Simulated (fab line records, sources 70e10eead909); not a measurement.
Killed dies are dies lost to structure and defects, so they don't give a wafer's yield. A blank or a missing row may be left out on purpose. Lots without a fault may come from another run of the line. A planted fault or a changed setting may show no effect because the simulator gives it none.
Which tool did it? | flow nand_harc | 10 lots, 30 wafers sampled, at 6 steps of a route of 1302

WHAT THE GAUGES READ, wafer by wafer
NHARC_A_CHANNEL_HOLE_D2_INSPECT_40. Usual: raw_defect_count 287, standard deviation 85.
lot  | measured     | on                | raw_defect_count | flag
L639 | day 13 17:31 | defect_inspect-01 | 312 313 235      |
L642 | day 14 15:45 | defect_inspect-01 | 448 355 261      |
L641 | day 14 19:43 | defect_inspect-01 | 289 303 291      |
L640 | day 14 19:56 | defect_inspect-02 | 457 245 277      |
L651 | day 18 21:29 | defect_inspect-02 | 371 1268 375     | OFF
L652 | day 19 07:16 | defect_inspect-02 | 1366 1345 264    | OFF
L654 | day 20 06:30 | defect_inspect-01 | 155 188 287      |
L656 | day 20 17:13 | defect_inspect-02 | 321 329 257      |
L658 | day 22 02:58 | defect_inspect-01 | 285 266 258      |
L661 | day 23 05:44 | defect_inspect-02 | 188 207 177      |

NHARC_END_SORT_01. Usual: killed_at_array 51, standard deviation 17; killed_at_other 1.0, standard deviation 1.2; killed_at_periphery 3.4, standard deviation 2.5; killed_dies 56, standard deviation 17; killed_open 3.3, standard deviation 2.1; killed_short 2.6, standard deviation 1.6.
lot  | measured     | on        | killed_at_array | killed_at_other | killed_at_periphery | killed_dies | killed_open | killed_short | flag
L651 | day 30 06:54 | prober-02 | 43 123 48       | 0 1 0           | 1 3 5               | 44 127 53   | 0 2 3       | 2 4 2        |
L652 | day 30 14:46 | prober-02 | 114 127 53      | 0 0 1           | 2 5 1               | 116 132 55  | 2 2 3       | 2 1 3        |

WHICH TOOL RAN EACH LOT (tool, then ch and the chambers of the sampled wafers, then the start)
lot  | NHARC_A_CHANNEL_HOLE_D2_ETCH_20  | NHARC_A_CHANNEL_HOLE_D2_ETCH_24  | NHARC_A_CHANNEL_HOLE_D2_ETCH_25  | NHARC_A_CHANNEL_HOLE_D2_ETCH_44
L639 | har_etch-01 ch 0,1, day 13 11:53 | har_etch-01 ch 0,1, day 13 13:55 | har_etch-01 ch 0,1, day 13 14:41 | rie_diel-06 ch 0,1,2, day 13 16:32
L642 | har_etch-01 ch 0,1, day 14 10:11 | har_etch-01 ch 0,1, day 14 12:11 | har_etch-01 ch 0,1, day 14 12:58 | rie_diel-10 ch 0,1,3, day 14 14:47
L641 | har_etch-02 ch 0,1, day 14 14:08 | har_etch-02 ch 0,1, day 14 16:09 | har_etch-02 ch 0,1, day 14 16:55 | rie_diel-06 ch 0,1, day 14 18:45
L640 | har_etch-01 ch 0,1, day 14 14:20 | har_etch-01 ch 0,1, day 14 16:20 | har_etch-01 ch 0,1, day 14 17:07 | rie_diel-10 ch 0,1,2, day 14 18:56
L651 | har_etch-01 ch 0,1, day 18 15:59 | har_etch-01 ch 0,1, day 18 18:04 | har_etch-01 ch 0,1, day 18 18:50 | rie_diel-06 ch 1,3, day 18 20:31
L652 | har_etch-01 ch 0,1, day 19 01:43 | har_etch-01 ch 0,1, day 19 03:43 | har_etch-01 ch 0,1, day 19 04:29 | rie_diel-10 ch 0,2,3, day 19 06:17
L654 | har_etch-02 ch 0,1, day 20 00:55 | har_etch-02 ch 0,1, day 20 03:09 | har_etch-02 ch 0,1, day 20 03:59 | rie_diel-06 ch 0,1,2, day 20 05:25
L656 | har_etch-02 ch 0,1, day 20 11:38 | har_etch-02 ch 0,1, day 20 13:44 | har_etch-02 ch 0,1, day 20 14:32 | rie_diel-10 ch 1,2, day 20 16:13
L658 | har_etch-02 ch 0,1, day 21 21:20 | har_etch-02 ch 0,1, day 21 23:22 | har_etch-02 ch 0,1, day 22 00:09 | rie_diel-01 ch 1,2, day 22 01:59
L661 | har_etch-02 ch 0,1, day 23 00:11 | har_etch-02 ch 0,1, day 23 02:11 | har_etch-02 ch 0,1, day 23 02:57 | rie_diel-01 ch 0,1,3, day 23 04:46
- NHARC_A_CHANNEL_HOLE_D2_ETCH_20: etches the open film in C4F8/O2/Ar, time 361.9 s, target depth 1600 nm.
- NHARC_A_CHANNEL_HOLE_D2_ETCH_24: etches the open film in C4F8/O2/Ar, time 906.2 s, target depth 1500 nm.
- NHARC_A_CHANNEL_HOLE_D2_ETCH_25: etches the open film in C4F8/O2/Ar, time 1040.2 s, target depth 1500 nm.
- NHARC_A_CHANNEL_HOLE_D2_ETCH_44: etches the open film in CF4/O2, target depth 140 nm, overetch 14 nm, time 77 s.

WHAT THE TOOLS THEMSELVES READ (means of the sampled wafers that have a number; where no wafer has one, the mark that the record gives instead)
NHARC_A_CHANNEL_HOLE_D2_ETCH_20. Usual: drypump_motor_current_A 6.0 A, standard deviation 0.73; mfc_ar_sccm 375.2 sccm, standard deviation 1.2; showerhead_plenum_p_Torr 3.66 Torr, standard deviation 0.16; throttle_valve_pct 32.155 %, standard deviation 0.0084.
lot  | tool        | drypump_motor_current_A (A) | mfc_ar_sccm (sccm) | showerhead_plenum_p_Torr (Torr) | throttle_valve_pct (%) | flag
L639 | har_etch-01 | 6.1                         | 375.4              | 3.62                            | 32.150                 |
L642 | har_etch-01 | 6.4                         | 375.5              | 3.56                            | 32.161                 |
L641 | har_etch-02 | 6.1                         | 375.2              | 3.56                            | 32.160                 |
L640 | har_etch-01 | 6.1                         | 374.4              | 3.62                            | 32.155                 |
L651 | har_etch-01 | 6.3                         | 376.4              | 3.52                            | 32.155                 |
L652 | har_etch-01 | 6.1                         | 375.8              | 3.58                            | 32.157                 |
L654 | har_etch-02 | 6.1                         | 375.7              | 3.84                            | 32.160                 |
L656 | har_etch-02 | 6.1                         | 375.8              | 3.83                            | 32.152                 |
L658 | har_etch-02 | 6.1                         | 374.5              | 3.82                            | 32.152                 |
L661 | har_etch-02 | 6.1                         | 374.8              | 3.81                            | 32.150                 |

NHARC_A_CHANNEL_HOLE_D2_ETCH_24. Usual: drypump_motor_current_A 6.0 A, standard deviation 0.73; mfc_ar_sccm 374.9 sccm, standard deviation 1.1; showerhead_plenum_p_Torr 3.65 Torr, standard deviation 0.16; throttle_valve_pct 32.237 %, standard deviation 0.01.
lot  | tool        | drypump_motor_current_A (A) | mfc_ar_sccm (sccm) | showerhead_plenum_p_Torr (Torr) | throttle_valve_pct (%) | flag
L639 | har_etch-01 | 6.1                         | 375.1              | 3.62                            | 32.230                 |
L642 | har_etch-01 | 6.3                         | 373.7              | 3.55                            | 32.242                 |
L641 | har_etch-02 | 6.1                         | 374.3              | 3.55                            | 32.235                 |
L640 | har_etch-01 | 6.1                         | 376.2              | 3.61                            | 32.243                 |
L651 | har_etch-01 | 6.3                         | 374.5              | 3.52                            | 32.237                 |
L652 | har_etch-01 | 6.1                         | 373.5              | 3.58                            | 32.231                 |
L654 | har_etch-02 | 6.1                         | 374.8              | 3.83                            | 32.234                 |
L656 | har_etch-02 | 6.1                         | 375.3              | 3.83                            | 32.248                 |
L658 | har_etch-02 | 6.1                         | 375.6              | 3.81                            | 32.231                 |
L661 | har_etch-02 | 6.1                         | 375.5              | 3.81                            | 32.236                 |

NHARC_A_CHANNEL_HOLE_D2_ETCH_25. Usual: drypump_motor_current_A 6.0 A, standard deviation 0.73; mfc_ar_sccm 374.8 sccm, standard deviation 1.1; showerhead_plenum_p_Torr 3.65 Torr, standard deviation 0.16; throttle_valve_pct 32.235 %, standard deviation 0.0095.
lot  | tool        | drypump_motor_current_A (A) | mfc_ar_sccm (sccm) | showerhead_plenum_p_Torr (Torr) | throttle_valve_pct (%) | flag
L639 | har_etch-01 | 6.1                         | 375.1              | 3.62                            | 32.235                 |
L642 | har_etch-01 | 6.4                         | 375.8              | 3.55                            | 32.227                 |
L641 | har_etch-02 | 6.1                         | 373.2              | 3.55                            | 32.228                 |
L640 | har_etch-01 | 6.1                         | 375.0              | 3.61                            | 32.242                 |
L651 | har_etch-01 | 6.4                         | 373.9              | 3.52                            | 32.238                 |
L652 | har_etch-01 | 6.1                         | 375.0              | 3.58                            | 32.241                 |
L654 | har_etch-02 | 6.1                         | 374.9              | 3.83                            | 32.233                 |
L656 | har_etch-02 | 6.1                         | 373.9              | 3.83                            | 32.237                 |
L658 | har_etch-02 | 6.1                         | 374.9              | 3.81                            | 32.232                 |
L661 | har_etch-02 | 6.1                         | 373.9              | 3.80                            | 32.236                 |

NHARC_A_CHANNEL_HOLE_D2_ETCH_44. Usual: drypump_motor_current_A 5.6 A, standard deviation 0.44; mfc_ar_sccm 0.002 sccm, standard deviation 0.006; oes_product_au 0.997 a.u., standard deviation 0.0088; rf_vpp_V 197.4 V, standard deviation 1.3; showerhead_plenum_p_Torr 1.32 Torr, standard deviation 0.047; throttle_valve_pct 13.397 %, standard deviation 0.0089.
lot  | tool        | drypump_motor_current_A (A) | mfc_ar_sccm (sccm) | oes_product_au (a.u.) | rf_vpp_V (V) | showerhead_plenum_p_Torr (Torr) | throttle_valve_pct (%) | flag
L639 | rie_diel-06 | 5.3                         | 0.000              | 1.002                 | 196.0        | 1.28                            | 13.401                 |
L642 | rie_diel-10 | 5.7                         | 0.000              | 1.004                 | 198.3        | 1.36                            | 13.401                 |
L641 | rie_diel-06 | 5.1                         | 0.000              | 0.984                 | 197.0        | 1.29                            | 13.394                 |
L640 | rie_diel-10 | 5.6                         | 0.000              | 1.004                 | 198.7        | 1.38                            | 13.398                 |
L651 | rie_diel-06 | 5.9                         | 0.000              | 0.997                 | 195.6        | 1.28                            | 13.400                 |
L652 | rie_diel-10 | 5.7                         | 0.000              | 1.003                 | 197.9        | 1.33                            | 13.386                 |
L654 | rie_diel-06 | 5.3                         | 0.000              | 0.995                 | 196.7        | 1.28                            | 13.391                 |
L656 | rie_diel-10 | 5.4                         | 0.000              | 0.994                 | 197.5        | 1.35                            | 13.392                 |
L658 | rie_diel-01 | 5.5                         | 0.008              | 0.997                 | 196.7        | 1.32                            | 13.398                 |
L661 | rie_diel-01 | 5.6                         | 0.004              | 0.993                 | 197.4        | 1.32                            | 13.400                 |

THE ANSWER, worked out from the rows above alone
Rule: a lot is off if the mean of its wafers that have a number lies more than 3 standard deviations from the usual mean. A lot without any number at a reading at which 4 lots or more have one is off too. The other lots that the step has rows for count as sound. The gauges are gone through in route order, then the tools' own readings, and for those a lot's mean is taken as printed above. The first step at which some lot is off is used, and at that step the reading that is off furthest; a lot without a number counts as furthest.
Off: L651, L652, at NHARC_A_CHANNEL_HOLE_D2_INSPECT_40 (raw_defect_count).
A tool fits if, at a process step before that reading, it ran every lot that is off, and no sound lot after the first of them. The gauges at NHARC_A_CHANNEL_HOLE_D2_INSPECT_40 are tried like those tools. One fits: har_etch-01 at NHARC_A_CHANNEL_HOLE_D2_ETCH_20 and NHARC_A_CHANNEL_HOLE_D2_ETCH_24 and NHARC_A_CHANNEL_HOLE_D2_ETCH_25. At NHARC_A_CHANNEL_HOLE_D2_ETCH_20 its last sound lot is L640 (day 14 14:20), its first lot that is off L651 (day 18 15:59): a fault that began between those two fits.

WHAT THE SIMULATOR HAD PUT IN
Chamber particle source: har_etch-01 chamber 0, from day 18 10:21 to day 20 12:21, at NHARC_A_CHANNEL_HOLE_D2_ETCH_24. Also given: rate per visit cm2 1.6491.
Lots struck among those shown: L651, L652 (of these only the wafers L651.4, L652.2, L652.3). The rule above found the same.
